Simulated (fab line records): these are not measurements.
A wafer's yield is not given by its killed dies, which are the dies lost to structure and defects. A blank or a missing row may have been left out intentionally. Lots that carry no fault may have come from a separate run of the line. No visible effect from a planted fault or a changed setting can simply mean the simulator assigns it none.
Matching of chambers    flow n5 finfet    N5_ZERO_LAYER_PECVD_02 on pecvd-02: 3 sister chambers
The step deposits SiO2 from SiH4/N2O, target thk 10 nm, time 6 s. 3 wafers are shown with their chamber, then 9 later ones without.

WAFERS PAIRED WITH THEIR CHAMBERS
wafer   chamber  showerhead plenum p Torr (Torr)
L083.1  0        8.05
L083.2  2        8.26
L083.5  1        8.28

WAFERS WITH NO CHAMBER GIVEN
wafer   showerhead plenum p Torr (Torr)
L084.1  8.28
L084.4  8.08
L084.5  8.28
L088.1  8.28
L088.2  8.08
L088.3  8.29
L093.1  8.26
L093.4  8.08
L093.6  8.26

EACH ONE'S CHAMBER
wafer   from the rows above      in truth
L084.1  can't be placed: 1 or 2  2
L084.4  0                        0
L084.5  can't be placed: 1 or 2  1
L088.1  can't be placed: 1 or 2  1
L088.2  0                        0
L088.3  can't be placed: 1 or 2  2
L093.1  can't be placed: 2 or 1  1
L093.4  0                        0
L093.6  can't be placed: 2 or 1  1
3 of 9 placed correctly. Can't be placed from these rows: 6 (the true chamber is among the candidates in 6). Number placed wrongly: 0.
How it was worked out, from the rows above alone: a wafer's distance from a chamber is the root of the sum, over the readings, of the square of ((its reading less the chamber's mean) divided by the reading's scatter). If the next closest chamber is less than 2 further off than the closest, the wafer can't be placed; otherwise it belongs to the closest. The mean given for a chamber averages the wafers shown for that chamber. The scatter: with one shown wafer a chamber, the root of the mean of the squares of how far each hidden wafer lies from its nearest shown one.
